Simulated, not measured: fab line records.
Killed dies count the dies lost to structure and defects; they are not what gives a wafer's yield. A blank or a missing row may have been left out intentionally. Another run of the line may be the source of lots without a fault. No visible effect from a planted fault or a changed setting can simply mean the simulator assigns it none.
Chamber matching / flow n5Finfet / N5_BEOL_M0_SAQP_MANDREL2_REMOVE_110 on rieSi-05 has 4 sister chambers
The step chemistry HBr/Cl2/O2, target a-Si, stops on SiCN, bt time 10 s. 20 wafers are shown with their chamber, then 10 later ones without.

== WAFERS WITH THEIR CHAMBER ==
wafer=L075.1; chamber=2; throttleValvePct (%)=37.8; oesProductAu (a.u.)=0.988; heBacksideLeakSccm (sccm)=2.5
wafer=L075.4; chamber=3; throttleValvePct (%)=36.4; oesProductAu (a.u.)=1.028; heBacksideLeakSccm (sccm)=2.8
wafer=L075.6; chamber=2; throttleValvePct (%)=37.7; oesProductAu (a.u.)=0.994; heBacksideLeakSccm (sccm)=2.4
wafer=L076.4; chamber=3; throttleValvePct (%)=36.4; oesProductAu (a.u.)=1.027; heBacksideLeakSccm (sccm)=2.8
wafer=L076.5; chamber=2; throttleValvePct (%)=37.8; oesProductAu (a.u.)=0.994; heBacksideLeakSccm (sccm)=2.3
wafer=L076.6; chamber=3; throttleValvePct (%)=36.4; oesProductAu (a.u.)=1.034; heBacksideLeakSccm (sccm)=2.6
wafer=L077.3; chamber=1; throttleValvePct (%)=37.2; oesProductAu (a.u.)=1.013; heBacksideLeakSccm (sccm)=2.4
wafer=L077.5; chamber=1; throttleValvePct (%)=37.2; oesProductAu (a.u.)=1.032; heBacksideLeakSccm (sccm)=2.6
wafer=L077.6; chamber=2; throttleValvePct (%)=37.8; oesProductAu (a.u.)=1.003; heBacksideLeakSccm (sccm)=2.4
wafer=L084.1; chamber=0; throttleValvePct (%)=37.7; oesProductAu (a.u.)=0.982; heBacksideLeakSccm (sccm)=2.9
wafer=L084.2; chamber=1; throttleValvePct (%)=37.2; oesProductAu (a.u.)=1.039; heBacksideLeakSccm (sccm)=2.5
wafer=L084.5; chamber=1; throttleValvePct (%)=37.2; oesProductAu (a.u.)=1.030; heBacksideLeakSccm (sccm)=2.4
wafer=L085.2; chamber=1; throttleValvePct (%)=37.2; oesProductAu (a.u.)=1.023; heBacksideLeakSccm (sccm)=2.5
wafer=L085.4; chamber=2; throttleValvePct (%)=37.8; oesProductAu (a.u.)=0.983; heBacksideLeakSccm (sccm)=2.4
wafer=L085.6; chamber=2; throttleValvePct (%)=37.8; oesProductAu (a.u.)=0.981; heBacksideLeakSccm (sccm)=2.2
wafer=L087.2; chamber=1; throttleValvePct (%)=37.2; oesProductAu (a.u.)=1.029; heBacksideLeakSccm (sccm)=2.4
wafer=L087.4; chamber=2; throttleValvePct (%)=37.8; oesProductAu (a.u.)=0.979; heBacksideLeakSccm (sccm)=2.5
wafer=L087.6; chamber=2; throttleValvePct (%)=37.8; oesProductAu (a.u.)=0.987; heBacksideLeakSccm (sccm)=2.4
wafer=L090.2; chamber=1; throttleValvePct (%)=37.2; oesProductAu (a.u.)=1.032; heBacksideLeakSccm (sccm)=2.6
wafer=L090.3; chamber=2; throttleValvePct (%)=37.8; oesProductAu (a.u.)=0.994; heBacksideLeakSccm (sccm)=2.6

SIGNATURES, as means of the wafers listed above
reading=throttleValvePct; chamber 0=37.700; chamber 1=37.200; chamber 2=37.789; chamber 3=36.400; scatter within a chamber=0.0236
reading=oesProductAu; chamber 0=0.98200; chamber 1=1.02829; chamber 2=0.98922; chamber 3=1.02967; scatter within a chamber=0.00755
reading=heBacksideLeakSccm; chamber 0=2.900; chamber 1=2.486; chamber 2=2.411; chamber 3=2.733; scatter within a chamber=0.107
Rule: a wafer lies at a distance from a chamber equal to the root of the sum of squares, over the readings, of (its reading less the chamber's mean, divided by the reading's scatter). The wafer belongs to the nearest chamber; if the next one is less than 2 further off, it can't be placed. The scatter: the root of (the sum of the squares of (reading less its chamber's mean) over the shown wafers, divided by (wafers less chambers)).

== WAFERS MISSING THEIR CHAMBER ==
wafer=L090.5; throttleValvePct (%)=37.7; oesProductAu (a.u.)=0.967; heBacksideLeakSccm (sccm)=2.8
wafer=L091.3; throttleValvePct (%)=36.4; oesProductAu (a.u.)=1.030; heBacksideLeakSccm (sccm)=2.8
wafer=L091.4; throttleValvePct (%)=37.7; oesProductAu (a.u.)=0.975; heBacksideLeakSccm (sccm)=2.9
wafer=L091.6; throttleValvePct (%)=37.2; oesProductAu (a.u.)=1.033; heBacksideLeakSccm (sccm)=2.6
wafer=L092.2; throttleValvePct (%)=37.2; oesProductAu (a.u.)=1.025; heBacksideLeakSccm (sccm)=2.6
wafer=L092.3; throttleValvePct (%)=37.7; oesProductAu (a.u.)=0.970; heBacksideLeakSccm (sccm)=2.5
wafer=L092.5; throttleValvePct (%)=36.4; oesProductAu (a.u.)=1.033; heBacksideLeakSccm (sccm)=2.7
wafer=L093.2; throttleValvePct (%)=36.4; oesProductAu (a.u.)=1.038; heBacksideLeakSccm (sccm)=2.7
wafer=L093.5; throttleValvePct (%)=37.8; oesProductAu (a.u.)=0.995; heBacksideLeakSccm (sccm)=2.5
wafer=L093.6; throttleValvePct (%)=36.4; oesProductAu (a.u.)=1.040; heBacksideLeakSccm (sccm)=2.8

== WHICH CHAMBER EACH WENT THROUGH ==
wafer=L090.5; from the rows above=0; in truth=0
wafer=L091.3; from the rows above=3; in truth=3
wafer=L091.4; from the rows above=0; in truth=0
wafer=L091.6; from the rows above=1; in truth=1
wafer=L092.2; from the rows above=1; in truth=1
wafer=L092.3; from the rows above=can't be placed: 0 or 2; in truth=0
wafer=L092.5; from the rows above=3; in truth=3
wafer=L093.2; from the rows above=3; in truth=3
wafer=L093.5; from the rows above=2; in truth=2
wafer=L093.6; from the rows above=3; in truth=3
Placed correctly: 9 of 10. Not placeable from these rows: 1 (in 1, the candidates include the true chamber). Placed wrongly: 0.
